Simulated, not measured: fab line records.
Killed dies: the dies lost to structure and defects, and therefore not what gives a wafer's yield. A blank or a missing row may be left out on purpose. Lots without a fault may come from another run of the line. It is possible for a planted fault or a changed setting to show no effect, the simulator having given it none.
Chamber matching | flow nand_harc | 4 sister chambers for NHARC_P_BONDPAD_DESCUM_11 on rie_diel-02
The step chemistry O2, time 3 s. 14 wafers are shown with their chamber, then 7 later ones without.

## WAFERS PAIRED WITH THEIR CHAMBERS
wafer  | chamber | rf_vpp_V (V) | throttle_valve_pct (%) | oes_product_au (a.u.)
L075.2 | 0       | 57.5         | 11.305                 | 0.996
L075.3 | 1       | 59.0         | 11.316                 | 0.995
L075.5 | 1       | 58.5         | 11.313                 | 0.996
L077.2 | 3       | 57.4         | 11.325                 | 0.998
L077.4 | 2       | 57.5         | 11.322                 | 1.006
L077.6 | 0       | 57.2         | 11.302                 | 0.997
L079.2 | 0       | 58.7         | 11.310                 | 1.001
L079.5 | 2       | 59.2         | 11.323                 | 1.016
L079.6 | 1       | 57.6         | 11.314                 | 0.999
L085.3 | 0       | 57.2         | 11.320                 | 1.007
L085.4 | 1       | 58.9         | 11.308                 | 0.997
L085.5 | 3       | 57.5         | 11.310                 | 1.014
L086.1 | 2       | 58.8         | 11.315                 | 0.991
L086.5 | 2       | 57.8         | 11.330                 | 0.993

SIGNATURES, as means of the wafers listed above
reading            | chamber 0 | chamber 1 | chamber 2 | chamber 3 | scatter within a chamber
rf_vpp_V           | 57.650    | 58.500    | 58.325    | 57.450    | 0.686
throttle_valve_pct | 11.30925  | 11.31275  | 11.32250  | 11.31750  | 0.00669
oes_product_au     | 1.00025   | 0.99675   | 1.00150   | 1.00600   | 0.0079
Rule: distance of a wafer from a chamber = root of the sum over the readings of ((wafer's reading minus chamber's mean) / reading's scatter) squared. If the next closest chamber is less than 2 further off than the closest, the wafer can't be placed; otherwise it belongs to the closest. The scatter: the root of (the sum of the squares of (reading less its chamber's mean) over the shown wafers, divided by (wafers less chambers)).

## WAFERS WHOSE CHAMBER IS MISSING
wafer  | rf_vpp_V (V) | throttle_valve_pct (%) | oes_product_au (a.u.)
L086.6 | 58.2         | 11.303                 | 1.005
L088.1 | 57.1         | 11.308                 | 1.007
L088.4 | 58.6         | 11.309                 | 1.001
L088.6 | 57.4         | 11.321                 | 1.008
L087.1 | 57.8         | 11.324                 | 0.999
L087.4 | 58.1         | 11.315                 | 1.001
L087.6 | 58.1         | 11.308                 | 0.980

## EACH ONE'S CHAMBER
wafer  | from the rows above               | in truth
L086.6 | can't be placed: 0 or 1 or 3 or 2 | 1
L088.1 | can't be placed: 0 or 3 or 1 or 2 | 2
L088.4 | can't be placed: 1 or 0 or 2 or 3 | 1
L088.6 | can't be placed: 3 or 2 or 0 or 1 | 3
L087.1 | can't be placed: 2 or 3 or 1 or 0 | 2
L087.4 | can't be placed: 1 or 0 or 2 or 3 | 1
L087.6 | can't be placed: 1 or 0 or 2 or 3 | 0
Correct placement for 0 of the 7. From these rows, 7 cannot be placed; in 7 the true chamber is one of the candidates. Wrongly placed: 0.
